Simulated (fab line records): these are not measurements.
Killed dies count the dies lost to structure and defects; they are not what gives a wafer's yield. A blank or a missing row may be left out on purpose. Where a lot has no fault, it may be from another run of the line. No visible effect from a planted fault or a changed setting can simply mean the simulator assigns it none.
The tool behind it: which one?	flow n5Finfet	72 wafers sampled from 24 lots at 1 step of a route of 1938

== WHAT THE GAUGES SHOWED, per wafer ==
N5_BEOL_M3_THK_MEAS_01. Usual: M3_ILD_THK gives 79.1 nm (standard deviation 1).
lot	measured	on	M3_ILD_THK (nm)	flag
L074	day 6 21:09	filmMetro-02	79.0 79.5 79.7	
L075	day 7 13:23	filmMetro-02	78.9 79.7 80.0	
L077	day 7 21:39	filmMetro-02	77.6 78.3 79.4	
L076	day 8 00:11	filmMetro-01	80.4 79.8 80.5	
L078	day 8 02:07	filmMetro-02	78.3 80.0 80.2	
L079	day 8 06:15	filmMetro-01	78.1 79.7 78.9	
L081	day 8 10:35	filmMetro-02	77.9 78.1 80.2	
L080	day 8 17:51	filmMetro-02	77.8 79.5 79.3	
L082	day 9 00:36	filmMetro-02	77.2 79.1 79.7	
L083	day 9 04:45	filmMetro-02	79.4 78.0 79.6	
L084	day 9 14:49	filmMetro-01	78.2 78.5 78.8	
L085	day 9 23:01	filmMetro-02	78.0 79.3 77.6	
L086	day 10 01:44	filmMetro-01	78.0 79.5 79.4	
L088	day 10 05:32	filmMetro-02	79.4 79.9 79.6	
L087	day 10 16:04	filmMetro-02	77.5 78.9 78.7	
L089	day 10 17:05	filmMetro-02	78.3 78.5 80.3	
L090	day 10 22:48	filmMetro-01	79.4 79.7 78.8	
L091	day 11 06:28	filmMetro-01	78.0 79.5 79.3	
L092	day 11 20:19	filmMetro-02	80.2 80.4 81.0	
L093	day 11 20:40	filmMetro-02	79.5 80.6 80.5	
L094	day 11 22:25	filmMetro-02	79.9 81.6 80.9	
L095	day 12 00:31	filmMetro-02	78.2 78.8 80.5	
L096	day 12 12:14	filmMetro-01	80.0 79.6 80.7	
L097	day 12 15:29	filmMetro-02	78.8 78.6 80.2	

== WHICH TOOL RAN EACH LOT (tool, then ch and the chambers of the sampled wafers, then the start) ==
There is no process step in the record ahead of these readings.

== WHAT THE TOOLS THEMSELVES READ (means of the sampled wafers that have a number; where no wafer has one, the mark that the record gives instead) ==
The record holds no such reading with a usual standard deviation.

== THE ANSWER, worked out from the rows above alone ==
Rule: lot off if the mean of its wafers having a number is beyond 3 standard deviations from the usual mean. A lot without any number at a reading at which 4 lots or more have one is off too. Where the step has rows for the other lots, those lots are counted as sound. Order of review: gauges by route order, followed by the tools' own readings, for which a lot's mean as printed above is used. At the first step where some lot is off, the reading lying furthest off is the one used; lots without a number count as furthest.
None of the lots is off at any reading shown; this tells nothing.

== WHAT THE SIMULATOR PUT IN ==
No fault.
